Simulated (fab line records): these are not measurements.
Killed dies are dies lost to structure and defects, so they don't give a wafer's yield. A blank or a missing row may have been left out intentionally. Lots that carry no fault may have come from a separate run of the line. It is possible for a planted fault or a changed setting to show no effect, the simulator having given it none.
Matching of chambers -- flow nand_harc -- 3 sister chambers for NHARC_A_STAIRCASE_DEP_322 on pecvd-01
The step deposits SiO2, target thk 3800 nm. 6 wafers are shown with their chamber, then 9 later ones without.

== EACH WAFER AND ITS CHAMBER ==
wafer,chamber,susceptor_temp_C (C),heater_power_w (W)
L085.6,0,400.10,610
L089.4,2,399.60,662
L089.6,1,400.48,611
L092.1,0,399.84,776
L092.4,2,400.22,656
L092.5,1,399.90,600

== WAFERS WITH NO CHAMBER GIVEN ==
wafer,susceptor_temp_C (C),heater_power_w (W)
L091.3,400.01,734
L091.4,399.80,631
L091.5,400.08,661
L094.1,399.91,688
L094.2,399.86,742
L094.3,399.69,797
L096.1,400.16,679
L096.3,400.01,808
L096.5,400.33,659

== EACH ONE'S CHAMBER ==
wafer,from the rows above,in truth
L091.3,can't be placed: 0 or 2 or 1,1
L091.4,can't be placed: 2 or 0 or 1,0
L091.5,can't be placed: 2 or 0 or 1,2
L094.1,can't be placed: 0 or 2 or 1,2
L094.2,can't be placed: 0 or 2 or 1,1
L094.3,can't be placed: 0 or 2 or 1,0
L096.1,can't be placed: 0 or 2 or 1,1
L096.3,can't be placed: 0 or 2 or 1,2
L096.5,can't be placed: 1 or 0 or 2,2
Correct placement for 0 of the 9. From these rows, 9 cannot be placed; in 9 the true chamber is one of the candidates. Number placed wrongly: 0.
How it was worked out, from the rows above alone: a wafer's distance from a chamber is the root of the sum, over the readings, of the square of ((its reading less the chamber's mean) divided by the reading's scatter). If the next closest chamber is less than 2 further off than the closest, the wafer can't be placed; otherwise it belongs to the closest. The mean given for a chamber averages the wafers shown for that chamber. The scatter is the square root of a quotient: the sum, over the shown wafers, of each reading's squared deviation from its chamber's mean, divided by wafers minus chambers.
